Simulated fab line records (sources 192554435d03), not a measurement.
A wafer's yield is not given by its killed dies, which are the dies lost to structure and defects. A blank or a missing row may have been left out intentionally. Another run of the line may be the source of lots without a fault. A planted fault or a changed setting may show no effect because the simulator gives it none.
Chamber matching / flow n5 finfet / 4 sister chambers for N5_BEOL_M3_DESCUM_33 on rie diel-06
The step chemistry O2, time 7 s. 7 wafers are shown with their chamber, then 7 later ones without.

WAFERS, EACH WITH ITS CHAMBER
wafer=L348.1; chamber=0; showerhead plenum p Torr (Torr)=2.12; throttle valve pct (%)=20.02
wafer=L348.3; chamber=1; showerhead plenum p Torr (Torr)=1.99; throttle valve pct (%)=20.34
wafer=L350.1; chamber=2; showerhead plenum p Torr (Torr)=2.09; throttle valve pct (%)=20.52
wafer=L350.2; chamber=3; showerhead plenum p Torr (Torr)=2.04; throttle valve pct (%)=20.46
wafer=L350.6; chamber=1; showerhead plenum p Torr (Torr)=1.99; throttle valve pct (%)=20.33
wafer=L352.3; chamber=3; showerhead plenum p Torr (Torr)=2.03; throttle valve pct (%)=20.48
wafer=L352.4; chamber=2; showerhead plenum p Torr (Torr)=2.09; throttle valve pct (%)=20.52

WAFERS WHOSE CHAMBER IS MISSING
wafer=L352.5; showerhead plenum p Torr (Torr)=1.98; throttle valve pct (%)=20.34
wafer=L361.1; showerhead plenum p Torr (Torr)=2.08; throttle valve pct (%)=20.56
wafer=L361.2; showerhead plenum p Torr (Torr)=2.03; throttle valve pct (%)=20.52
wafer=L361.5; showerhead plenum p Torr (Torr)=1.98; throttle valve pct (%)=20.39
wafer=L363.1; showerhead plenum p Torr (Torr)=2.11; throttle valve pct (%)=20.04
wafer=L363.2; showerhead plenum p Torr (Torr)=2.03; throttle valve pct (%)=20.50
wafer=L363.5; showerhead plenum p Torr (Torr)=2.03; throttle valve pct (%)=20.53

CHAMBER TAKEN BY EACH
wafer=L352.5; from the rows above=1; in truth=1
wafer=L361.1; from the rows above=2; in truth=2
wafer=L361.2; from the rows above=3; in truth=3
wafer=L361.5; from the rows above=1; in truth=1
wafer=L363.1; from the rows above=0; in truth=0
wafer=L363.2; from the rows above=3; in truth=3
wafer=L363.5; from the rows above=3; in truth=3
7 of 7 placed correctly. Left unplaced by these rows: 0. Number placed wrongly: 0.
How it was worked out, from the rows above alone: a wafer's distance from a chamber is the root of the sum, over the readings, of the square of ((its reading less the chamber's mean) divided by the reading's scatter). If the next closest chamber is less than 2 further off than the closest, the wafer can't be placed; otherwise it belongs to the closest. For every chamber, the mean is computed from those of its wafers that are shown. How the scatter is found: for the shown wafers, subtract from each reading the mean of its chamber, square and add these, divide the total by (wafers less chambers), then take the root.
